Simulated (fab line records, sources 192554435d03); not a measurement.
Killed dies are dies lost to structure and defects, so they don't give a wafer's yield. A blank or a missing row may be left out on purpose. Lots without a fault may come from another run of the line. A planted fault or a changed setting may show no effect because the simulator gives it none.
Chamber matching | flow n5_finfet | N5_BEOL_M1_DESCUM_33 on rie_diel-05: 4 sister chambers
The step chemistry O2, time 7 s. 18 wafers are shown with their chamber, then 9 later ones without.

WAFERS WITH THEIR CHAMBER
wafer  | chamber | drypump_motor_current_A (A) | oes_product_au (a.u.) | rf_vpp_V (V)
L078.1 | 2       | 5.8                         | 0.86                  | 244.3
L078.3 | 0       | 5.1                         | 0.79                  | 243.5
L078.4 | 1       | 5.8                         | 0.83                  | 242.6
L080.1 | 1       | 5.8                         | 0.82                  | 243.4
L080.3 | 0       | 5.1                         | 0.77                  | 242.1
L080.6 | 2       | 5.8                         | 0.86                  | 244.6
L081.4 | 2       | 5.8                         | 0.85                  | 241.8
L081.5 | 1       | 5.8                         | 0.82                  | 242.4
L081.6 | 0       | 5.1                         | 0.77                  | 240.6
L082.1 | 0       | 5.2                         | 0.78                  | 242.6
L082.5 | 1       | 5.8                         | 0.82                  | 243.9
L082.6 | 0       | 5.1                         | 0.79                  | 242.3
L084.1 | 3       | 5.6                         | 0.66                  | 243.0
L084.2 | 2       | 5.8                         | 0.84                  | 244.6
L084.3 | 1       | 5.8                         | 0.81                  | 244.4
L084.4 | 0       | 5.1                         | 0.78                  | 242.8
L084.5 | 3       | 5.6                         | 0.66                  | 243.4
L084.6 | 2       | 5.8                         | 0.85                  | 244.3

SIGNATURES (means of the wafers above)
reading                 | chamber 0 | chamber 1 | chamber 2 | chamber 3 | scatter within a chamber
drypump_motor_current_A | 5.117     | 5.800     | 5.800     | 5.600     | 0.0244
oes_product_au          | 0.7800    | 0.8200    | 0.8520    | 0.6600    | 0.00793
rf_vpp_V                | 242.317   | 243.340   | 243.920   | 243.200   | 0.977
Rule: a wafer's distance from a chamber is the root of the sum, over the readings, of the square of ((its reading less the chamber's mean) divided by the reading's scatter). The wafer belongs to the nearest chamber; if the next one is less than 2 further off, it can't be placed. The scatter: the root of (the sum of the squares of (reading less its chamber's mean) over the shown wafers, divided by (wafers less chambers)).

WAFERS WITHOUT THEIR CHAMBER
wafer  | drypump_motor_current_A (A) | oes_product_au (a.u.) | rf_vpp_V (V)
L087.2 | 5.7                         | 0.81                  | 243.6
L087.5 | 5.2                         | 0.76                  | 243.2
L087.6 | 5.8                         | 0.81                  | 243.2
L088.1 | 5.1                         | 0.77                  | 241.7
L088.3 | 5.7                         | 0.82                  | 244.3
L088.5 | 5.6                         | 0.67                  | 242.9
L089.1 | 5.7                         | 0.67                  | 243.7
L089.2 | 5.8                         | 0.81                  | 244.4
L089.6 | 5.8                         | 0.81                  | 243.7

WHICH CHAMBER EACH WENT THROUGH
wafer  | from the rows above     | in truth
L087.2 | 1                       | 1
L087.5 | 0                       | 0
L087.6 | 1                       | 1
L088.1 | 0                       | 0
L088.3 | can't be placed: 1 or 2 | 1
L088.5 | 3                       | 3
L089.1 | 3                       | 3
L089.2 | 1                       | 1
L089.6 | 1                       | 1
Placed correctly: 8 of 9. Can't be placed from these rows: 1 (the true chamber is among the candidates in 1). Placed wrongly: 0.
